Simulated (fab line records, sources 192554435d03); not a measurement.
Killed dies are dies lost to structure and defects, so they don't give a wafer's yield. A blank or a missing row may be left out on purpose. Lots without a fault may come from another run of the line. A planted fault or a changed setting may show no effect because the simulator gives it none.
fab line records | flow n5_finfet
record lots=11 wafers=29 last_day=17
route steps=1938 shown STI_FIN_REVEAL@183 BEOL_M4@1111 PASSIVATION@1936
lots that met no fault: from a run of the same line without faults
start_h: hours from the record's first day to the start of the lot's first wafer shown | wait_h: hours since the lot's step before | " the same as in the row above | L1.1+2: a row that stands for several wafers | - no value, or no start given | * or withheld: withheld | < > ~ a bound
route shown NAME@n: a module of which the file shows steps, and the number in the route of the first | usual: mean/standard deviation of fault-free wafers | same: alike in all rows | chamber/n: place in a boat | sites: the reading at each site | _std_site: their standard deviation | _edge_site: outer sites' mean less inner sites' | radius_mm: how far each site lies from the wafer's centre | mask NAME#n: copy n | behind: the tool/chamber that last shaped the wafer | hold: why the lot was held/for how many hours/how that ended | device: the transistor (n, p or np) that didn't switch | end of line: the same wafers' tests at the end of the route | a step without rows: its recipe alone | killed: dies lost to structure and defects at the first sort, not the wafer's yield | map: a wafer's dies, x killed, . not, _ none there
set.NAME: the setting as run; set.NAME@STEP: as run at that earlier step | model.NAME: the simulator's own value behind a step, which no gauge read
steps of the route over a sample of lots; a table a step, a row a wafer
services: from which hour (start_h, from the record's first day; less than 0 if before it) a tool's chamber was out of use, for how many hours, and why
## steps
# step N5_STI_FIN_REVEAL_ALD_00
# recipe material=SiO2 target_thk_a=10 temp_c=300 ald_precursor_family=BDEAS ald_co_reactant=O2-plasma pulse_time_s=1 pressure_torr=2
# usual heater_power_w=505/61 precursor_pulse_height_rel=1.000/0.02
# columns lot.wafer tool chamber start_h wait_h heater_power_w precursor_pulse_height_rel
L694.3 ald_sin-04 2 40.88 0.5 512 1.039
L694.5 " 1 " " 454 0.987
L694.6 " 2 " " 514 0.999
L699.3 ald_sin-04 1 70.04 0.0 450 1.018
L699.4 " 2 " " 519 0.996
L699.6 " 1 " " 451 1.016
L700.2 ald_sin-01 3 75.75 0.0 486 1.025
L700.3 " 0 " " 624 0.973
L701.2 ald_sin-02 2 81.92 0.0 477 0.984
L701.6 " 1 " " 428 0.986
L707.1 ald_sin-04 0 117.70 0.0 590 0.972
L707.4 " 1 " " 450 0.989
L707.6 " 0 " " 590 1.005
L710.2 ald_sin-04 1 136.09 0.0 457 1.020
L710.6 " 2 " " 532 0.965
L711.2 ald_sin-02 3 141.94 0.0 477 1.012
L711.3 " 1 " " 436 0.990
L712.1 ald_sin-01 3 148.83 0.1 465 0.995
L712.5 " 2 " " 424 0.976
L712.6 " 1 " " 470 1.000
L713.1 ald_sin-01 3 155.38 0.7 471 1.019
L713.2 " 0 " " 626 1.037
L713.5 " 3 " " 476 0.984
L714.2 ald_sin-04 1 160.13 0.0 441 0.996
L714.4 " 3 " " 517 1.048
L714.6 " 0 " " 590 0.992
L715.3 ald_sin-02 3 165.90 0.0 462 0.998
L715.5 " 1 " " 443 1.014
L715.6 " 2 " " 495 0.973
# step N5_STI_FIN_REVEAL_ALD_14
# recipe material=Si3N4 target_thk_a=30 temp_c=400 ald_precursor_family=SiH2I2 ald_co_reactant=N2/H2-plasma pressure_torr=2
# usual heater_power_w=902/110
# columns lot.wafer tool chamber start_h wait_h heater_power_w
L694.3 ald_sin-04 2 40.93 0.0 916
L694.5 " 1 " " 827
L694.6 " 2 " " 937
L699.3 ald_sin-04 1 70.09 0.0 794
L699.4 " 2 " " 934
L699.6 " 1 " " 794
L700.2 ald_sin-01 3 75.80 0.0 881
L700.3 " 0 " " 1083
L701.2 ald_sin-02 2 81.97 0.0 870
L701.6 " 1 " " 785
L707.1 ald_sin-04 0 117.74 0.0 1024
L707.4 " 1 " " 779
L707.6 " 0 " " 1062
L710.2 ald_sin-04 1 136.14 0.0 808
L710.6 " 2 " " 923
L711.2 ald_sin-02 3 141.99 0.0 826
L711.3 " 1 " " 776
L712.1 ald_sin-01 3 148.88 0.0 859
L712.5 " 2 " " 773
L712.6 " 1 " " 820
L713.1 ald_sin-01 3 155.43 0.0 834
L713.2 " 0 " " 1128
L713.5 " 3 " " 874
L714.2 ald_sin-04 1 160.18 0.0 802
L714.4 " 3 " " 926
L714.6 " 0 " " 1040
L715.3 ald_sin-02 3 165.95 0.0 829
L715.5 " 1 " " 762
L715.6 " 2 " " 895
# step N5_STI_FIN_REVEAL_RECESS_09
# recipe chemistry=HF/NH3 target=SiO2 afs_cycles=11 target_depth_a=425 temp_c=30 sublimation_temp_c=180 sublimation_time_s=60
# usual drypump_motor_current_A=5.9/0.36 temp_c=30.02/0.1
# columns lot.wafer tool chamber start_h wait_h drypump_motor_current_A temp_c
L694.3 vapor_etch-02 0 47.99 0.6 6.2 30.08
L694.5 " 1 " " 5.7 29.96
L694.6 " 0 " " 6.2 30.17
L699.3 vapor_etch-01 1 76.48 0.6 6.3 30.03
L699.4 " 0 " " 5.5 30.14
L699.6 " 1 " " 6.3 30.23
L700.2 vapor_etch-01 1 81.65 0.0 6.3 30.03
L700.3 " 0 " " 5.4 30.00
L701.2 vapor_etch-01 1 87.90 0.0 6.3 30.04
L701.6 " 1 88.96 1.1 6.3 30.09
L707.1 vapor_etch-02 1 123.66 0.0 5.7 29.95
L707.4 " 1 " " 5.7 29.88
L707.6 " 1 " " 5.7 29.97
L710.2 vapor_etch-02 1 142.40 0.0 5.8 30.16
L710.6 " 0 143.46 1.1 6.2 30.05
L711.2 vapor_etch-01 0 148.04 0.0 5.5 30.03
L711.3 " 0 " " 5.5 30.06
L712.1 vapor_etch-01 0 154.77 0.1 5.4 30.00
L712.5 " 0 155.83 1.2 5.4 30.11
L712.6 " 1 " " 6.3 29.98
L713.1 vapor_etch-02 1 161.47 0.0 5.7 29.99
L713.2 " 0 " " 6.2 29.95
L713.5 " 1 162.53 1.1 5.7 29.86
L714.2 vapor_etch-01 1 166.03 0.0 6.3 29.93
L714.4 " 0 " " 5.4 29.82
L714.6 " 1 " " 6.3 30.19
L715.3 vapor_etch-01 0 172.36 0.6 5.4 29.84
L715.5 " 1 " " 6.3 29.96
L715.6 " 0 " " 5.4 30.07
# step N5_STI_FIN_REVEAL_FIN_H_MEAS_10
# usual trench_depth_nm=52.2/0.88
# columns lot.wafer tool chamber start_h wait_h trench_depth_nm
L694.3 ocd-02 - 50.21 0.0 54.1
L694.5 " - " " 53.7
L694.6 " - " " 54.1
L699.3 ocd-01 - 78.66 0.0 52.9
L699.4 " - " " 51.8
L699.6 " - " " 58.2
L700.2 ocd-01 - 84.35 0.0 57.9
L700.3 " - " " 51.8
L701.2 ocd-01 - 90.61 0.0 57.2
L701.6 " - " " 56.7
L707.1 ocd-02 - 126.62 0.0 52.8
L707.4 " - " " 50.7
L707.6 " - " " 52.1
L710.2 ocd-02 - 145.10 0.0 51.0
L710.6 " - " " 50.9
L711.2 ocd-02 - 150.77 0.0 52.3
L711.3 " - " " 53.2
L712.1 ocd-02 - 157.46 0.0 52.1
L712.5 " - " " 52.3
L712.6 " - " " 52.5
L713.1 ocd-01 - 164.23 0.0 51.4
L713.2 " - " " 52.3
L713.5 " - " " 51.9
L714.2 ocd-01 - 168.76 0.0 51.1
L714.4 " - " " 51.4
L714.6 " - " " 51.3
L715.3 ocd-01 - 174.54 0.0 51.8
L715.5 " - " " 51.5
L715.6 " - " " 53.4
# step N5_STI_FIN_REVEAL_INSPECT_13
# recipe inspect_instrument=darkfield mode=post_clean
# usual raw_defect_count=12/4.9
# columns lot.wafer tool chamber start_h wait_h raw_defect_count
L694.3 defect_inspect-02 - 50.30 0.0 8
L694.5 " - " " 14
L694.6 " - " " 13
L699.3 defect_inspect-02 - 78.75 0.0 3
L699.4 " - " " 9
L699.6 " - " " 8
L700.2 defect_inspect-02 - 84.44 0.0 6
L700.3 " - " " 15
L701.2 defect_inspect-02 - 90.70 0.0 13
L701.6 " - " " 14
L707.1 defect_inspect-02 - 126.71 0.0 12
L707.4 " - " " 10
L707.6 " - " " 13
L710.2 defect_inspect-02 - 145.19 0.0 14
L710.6 " - " " 7
L711.2 defect_inspect-02 - 150.86 0.0 6
L711.3 " - " " 14
L712.1 defect_inspect-01 - 157.55 0.0 14
L712.5 " - " " 13
L712.6 " - " " 28
L713.1 defect_inspect-02 - 164.32 0.0 11
L713.2 " - " " 9
L713.5 " - " " 7
L714.2 defect_inspect-01 - 168.85 0.0 21
L714.4 " - " " 17
L714.6 " - " " 16
L715.3 defect_inspect-01 - 174.63 0.0 17
L715.5 " - " " 12
L715.6 " - " " 20
# step N5_BEOL_M4_RC_MEAS_101
# usual DIBL_N=36.1/2 DIBL_P=36.3/2.4 IOFF_N=0.15/0.035 IOFF_P=0.21/0.039 ION_N=672/15 ION_P=463/9.7 SS_N=71.5/0.7 SS_P=73.2/0.75 VT_N=251/3.6 VT_P=-250/3.8
# columns lot.wafer tool chamber start_h wait_h DIBL_N[mV/V] DIBL_P[mV/V] IOFF_N[nA/um] IOFF_P[nA/um] ION_N[uA/um] ION_P[uA/um] SS_N[mV/dec] SS_P[mV/dec] VT_N[mV] VT_P[mV]
L694.3 prober-01 0 176.51 0.3 32.3 33.3 0.11 0.18 672 481 71.6 72.3 254 -248
L694.5 " 0 " " 37.0 38.7 0.19 0.27 694 481 71.2 73.3 247 -245
L694.6 " 0 " " 35.8 37.5 0.16 0.25 688 484 71.5 73.6 249 -247
L699.3 prober-01 0 214.52 0.8 35.6 35.5 0.15 0.21 667 464 71.7 73.1 250 -248
L699.4 " 0 " " 33.7 34.3 0.15 0.19 670 457 70.9 72.5 249 -248
L699.6 " 0 " " 33.9 34.3 0.15 0.20 725 499 70.8 73.1 245 -249
L700.2 prober-02 0 214.70 0.3 34.4 34.5 0.12 0.17 688 497 71.5 72.9 253 -255
L700.3 " 0 " " 35.2 34.5 0.12 0.16 653 458 71.4 73.0 254 -257
L701.2 prober-02 0 221.96 0.2 36.2 36.2 0.17 0.25 717 505 71.3 73.1 248 -244
L701.6 " 0 " " 31.6 30.2 0.10 0.17 688 497 70.3 71.0 256 -247
L707.1 prober-01 0 263.92 0.0 35.3 35.0 0.14 0.22 673 471 71.3 72.7 249 -248
L707.4 " 0 " " 39.3 39.7 0.23 0.30 675 467 72.1 73.5 247 -242
L707.6 " 0 " " 34.5 34.1 0.14 0.21 684 477 70.8 72.3 248 -248
L710.2 prober-02 0 284.55 0.2 40.0 41.2 0.21 0.27 683 461 72.2 74.7 249 -249
L710.6 " 0 " " 42.3 42.9 0.26 0.31 692 468 73.1 75.0 243 -245
L711.2 prober-01 0 284.75 0.2 36.2 37.2 0.15 0.19 660 455 71.9 73.4 251 -253
L711.3 " 0 " " 37.4 38.7 0.18 0.21 691 469 71.7 73.3 248 -250
L712.1 prober-02 0 287.61 0.0 36.1 38.5 0.17 0.24 673 474 71.7 74.1 250 -250
L712.5 " 0 " " 34.5 35.5 0.14 0.20 666 462 72.0 73.4 250 -251
L712.6 " 0 " " 33.7 33.6 0.12 0.17 662 456 71.0 72.7 252 -255
L713.1 prober-01 0 306.77 0.0 37.0 37.2 0.18 0.24 672 458 72.1 73.5 248 -250
L713.2 " 0 " " 32.3 31.4 0.10 0.15 652 457 70.9 71.8 258 -254
L713.5 " 0 " " 34.5 34.8 0.14 0.21 665 458 71.1 72.5 252 -249
L715.3 prober-02 0 306.90 0.3 37.6 36.7 0.17 0.24 673 467 71.1 74.5 249 -247
L715.5 " 0 " " 35.1 33.4 0.13 0.19 661 461 70.7 72.1 252 -249
L715.6 " 0 " " 38.3 38.3 0.19 0.27 701 481 71.2 73.5 247 -243
L714.2 prober-01 0 311.10 0.2 36.3 35.1 0.13 0.21 647 451 71.1 72.2 254 -247
L714.4 " 0 " " 39.6 39.1 0.19 0.27 680 464 72.3 73.1 246 -248
L714.6 " 0 " " 36.0 34.1 0.12 0.19 656 458 71.3 72.6 256 -253
# step N5_PASSIVATION_PROBE_49
# usual defect_limited_yield=91.1/1.6 killed_at_M0_to_M3=35/11 killed_at_M4_up=13/5.4 killed_at_contacts=13/6.5 killed_at_front_end=40/14 killed_at_other=4/3.1 killed_dies=105/18 killed_open=69/14 killed_short=34/7.3 sort_bin_5_function=5.2/0.96 sort_bin_6_memory=3.4/0.77 sort_bin_8_speed=0.02/0.13 sort_n_pass=1075/19
# same gross_dies=1180 killed_at_back_side=0 sort_bin_4_leakage[%]=0
# columns lot.wafer tool chamber start_h wait_h defect_limited_yield[%] killed_at_M0_to_M3 killed_at_M4_up killed_at_contacts killed_at_front_end killed_at_other killed_dies killed_open killed_short sort_bin_5_function[%] sort_bin_6_memory[%] sort_bin_8_speed[%] sort_n_pass
L701.2 prober-02 - 327.65 0.1 93.4 19 14 9 34 2 78 52 26 4.2 2.1 0 1102
L701.6 prober-02 - 327.85 0.3 92.5 26 7 23 31 1 88 59 29 4.7 2.5 0 1092
L707.1 prober-01 - 369.98 0.0 91.1 43 16 11 33 2 105 70 32 5.3 3.5 0 1075
L707.4 prober-01 - 370.13 0.2 89.9 52 13 14 34 6 119 75 42 5.9 3.6 0 1061
L707.6 prober-01 - 370.23 0.3 91.6 42 10 14 32 1 99 63 33 5.0 3.1 0 1081
# killed by level:class
L701.2 MOL_CONTACT_COAG:geometric_particle:open=7 FIN_SAQP:geometric_particle:short=5 STI_FIN_REVEAL:geometric_particle:open=5 DUMMY_GATE:geometric_particle:open=5 BEOL_M2:geometric_particle:open=4 FIN_SAQP:geometric_particle:open=3 GATE_CUT:geometric_particle:short=3 GATE_CUT:geometric_particle:open=3
L701.6 MOL_CONTACT_COAG:geometric_particle:open=18 STI_FIN_REVEAL:geometric_particle:open=13 BEOL_M1:geometric_particle:open=6 MOL_CONTACT_COAG:geometric_particle:short=5 FIN_SAQP:geometric_particle:short=4 STI_FIN_REVEAL:geometric_particle:short=4 BEOL_M0_SAQP:geometric_particle:short=4 BEOL_M2:geometric_particle:open=4
L707.1 BEOL_M0_SAQP:geometric_particle:open=15 BEOL_M1:geometric_particle:open=10 BEOL_M5:geometric_particle:open=8 FIN_SAQP:geometric_particle:short=7 MOL_CONTACT_COAG:geometric_particle:open=7 FIN_SAQP:geometric_particle:open=6 BEOL_M0_SAQP:geometric_particle:short=6 BEOL_M3:geometric_particle:open=6
L707.4 BEOL_M0_SAQP:geometric_particle:open=14 MOL_CONTACT_COAG:geometric_particle:open=12 BEOL_M0_SAQP:geometric_particle:short=12 BEOL_M2:geometric_particle:open=11 FIN_SAQP:geometric_particle:short=10 BEOL_M3:geometric_particle:open=8 FIN_SAQP:geometric_particle:open=6 GATE_CUT:geometric_particle:short=5
L707.6 BEOL_M0_SAQP:geometric_particle:short=12 MOL_CONTACT_COAG:geometric_particle:open=11 BEOL_M0_SAQP:geometric_particle:open=10 STI_FIN_REVEAL:geometric_particle:open=8 BEOL_M1:geometric_particle:open=6 BEOL_M3:geometric_particle:open=5 BEOL_M4:geometric_particle:open=5 FIN_SAQP:geometric_particle:short=4
## services
# columns tool chamber start_h hours kind
ald_sin-02 2 43.84 3.8 repair
ald_sin-02 - 46.94 2.8 pm
ald_sin-04 - 51.51 0.8 pm
vapor_etch-02 0 79.72 26.0 repair
ald_sin-02 - 87.31 14.0 pm
ald_sin-02 0 87.31 14.0 vent_cycle
ald_sin-02 1 87.31 14.0 vent_cycle
ald_sin-02 2 87.31 14.0 vent_cycle
ald_sin-02 3 87.31 14.0 vent_cycle
ald_sin-02 0 101.31 - clean
ald_sin-02 1 101.31 - clean
ald_sin-02 2 101.31 - clean
ald_sin-02 3 101.31 - clean
ald_sin-01 3 156.05 4.9 repair
## key
first_sign step=N5_STI_FIN_REVEAL_FIN_H_MEAS_10 reading=trench_depth_nm direction=up sigmas=6 usual=52.2 struck=57.5
effect step=N5_BEOL_M4_RC_MEAS_101 reading=ION_P direction=up sigmas=3.8 usual=463 struck=499
effect step=N5_BEOL_M4_RC_MEAS_101 reading=ION_N direction=up sigmas=2.1 usual=672 struck=705
met_at N5_STI_FIN_REVEAL_RECESS_09
struck_lots L699,L700,L701
struck_wafers L699.6,L700.2,L701.2,L701.6
not_acting_at N5_STI_FIN_REVEAL_ALD_00,N5_STI_FIN_REVEAL_ALD_14,N5_STI_FIN_REVEAL_INSPECT_13
fault kind=process_parameter_drift tool=vapor_etch-01 chamber=- onset_h=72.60 steps=N5_STI_FIN_REVEAL_RECESS_09 channel=target_depth_a offset=57.397 shape=step end_h=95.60 scope=struck_wafers_only acts_in=these_recipes_only stated=425
